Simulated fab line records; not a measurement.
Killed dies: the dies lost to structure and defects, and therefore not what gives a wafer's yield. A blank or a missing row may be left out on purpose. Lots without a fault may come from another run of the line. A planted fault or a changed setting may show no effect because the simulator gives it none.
Chamber matching | flow n5Finfet | 4 sister chambers for N5_BEOL_M15_CMP_49 on cmp-03
The step polishes, stops on SiO2, t overpolish 4.9 s, target thk 850 nm. 24 wafers are shown with their chamber, then 12 later ones without.

== EACH WAFER AND ITS CHAMBER ==
wafer  | chamber | motorCurrentA (A) | overpolishRunS (s) | barrierFieldEndpointS (s)
L074.1 | 3       | 10.5              | 4.883              | 11.50
L074.2 | 0       | 7.7               | 4.888              | 11.30
L074.3 | 2       | 8.3               | 4.900              | 11.91
L077.1 | 2       | 8.4               | 4.909              | 10.96
L077.5 | 1       | 7.8               | 4.904              | 11.21
L077.6 | 0       | 7.6               | 4.886              | 11.18
L076.1 | 2       | 8.6               | 4.894              | 11.62
L076.2 | 1       | 7.5               | 4.899              | 11.25
L076.3 | 0       | 7.1               | 4.903              | 11.44
L076.4 | 3       | 10.1              | 4.912              | 11.52
L076.5 | 0       | 7.4               | 4.888              | 11.55
L076.6 | 3       | 10.8              | 4.896              | 11.00
L078.3 | 0       | 7.4               | 4.901              | 11.32
L078.4 | 3       | 10.3              | 4.892              | 11.13
L078.6 | 2       | 8.7               | 4.908              | 11.75
L080.1 | 3       | 10.5              | 4.895              | 11.47
L080.3 | 0       | 7.7               | 4.890              | 11.52
L080.5 | 0       | 7.4               | 4.889              | 11.37
L079.2 | 1       | 7.5               | 4.904              | 11.49
L079.3 | 0       | 7.7               | 4.887              | 11.43
L079.4 | 3       | 10.6              | 4.908              | 11.34
L083.2 | 3       | 10.9              | 4.924              | 11.43
L083.5 | 2       | 8.6               | 4.911              | 11.40
L083.6 | 3       | 11.1              | 4.900              | 11.41

SIGNATURES, as means of the wafers listed above
reading               | chamber 0 | chamber 1 | chamber 2 | chamber 3 | scatter within a chamber
motorCurrentA         | 7.500     | 7.600     | 8.520     | 10.600    | 0.248
overpolishRunS        | 4.89150   | 4.90233   | 4.90440   | 4.90125   | 0.0092
barrierFieldEndpointS | 11.3887   | 11.3167   | 11.5280   | 11.3500   | 0.217
Rule: for a wafer and a chamber, the distance is found by dividing, reading by reading, the gap between the wafer's reading and the chamber's mean by the reading's scatter, squaring, summing and taking the root. The wafer belongs to the nearest chamber; if the next one is less than 2 further off, it can't be placed. The scatter: take each reading less its chamber's mean, square it, sum over the shown wafers, divide by the number of wafers less the number of chambers, and take the root.

== WAFERS WITH NO CHAMBER GIVEN ==
wafer  | motorCurrentA (A) | overpolishRunS (s) | barrierFieldEndpointS (s)
L090.1 | 7.9               | 4.893              | 11.54
L090.2 | 8.8               | 4.898              | 11.60
L090.3 | 10.3              | 4.905              | 11.62
L091.1 | 8.4               | 4.903              | 11.79
L091.4 | 7.6               | 4.889              | 11.24
L091.6 | 10.4              | 4.905              | 11.64
L093.3 | 7.7               | 4.899              | 11.49
L093.4 | 8.2               | 4.894              | 11.40
L093.6 | 9.8               | 4.882              | 11.41
L097.1 | 7.7               | 4.899              | 11.17
L097.4 | 7.7               | 4.907              | 11.39
L097.6 | 7.5               | 4.892              | 11.55

== CHAMBER TAKEN BY EACH ==
wafer  | from the rows above          | in truth
L090.1 | can't be placed: 0 or 1 or 2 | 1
L090.2 | 2                            | 2
L090.3 | 3                            | 3
L091.1 | 2                            | 2
L091.4 | can't be placed: 0 or 1      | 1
L091.6 | 3                            | 3
L093.3 | can't be placed: 1 or 0      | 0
L093.4 | can't be placed: 2 or 1 or 0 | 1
L093.6 | can't be placed: 3 or 2      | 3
L097.1 | can't be placed: 1 or 0      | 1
L097.4 | can't be placed: 1 or 0      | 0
L097.6 | can't be placed: 0 or 1      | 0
4 of 12 placed correctly. From these rows, 8 cannot be placed; in 8 the true chamber is one of the candidates. Number placed wrongly: 0.
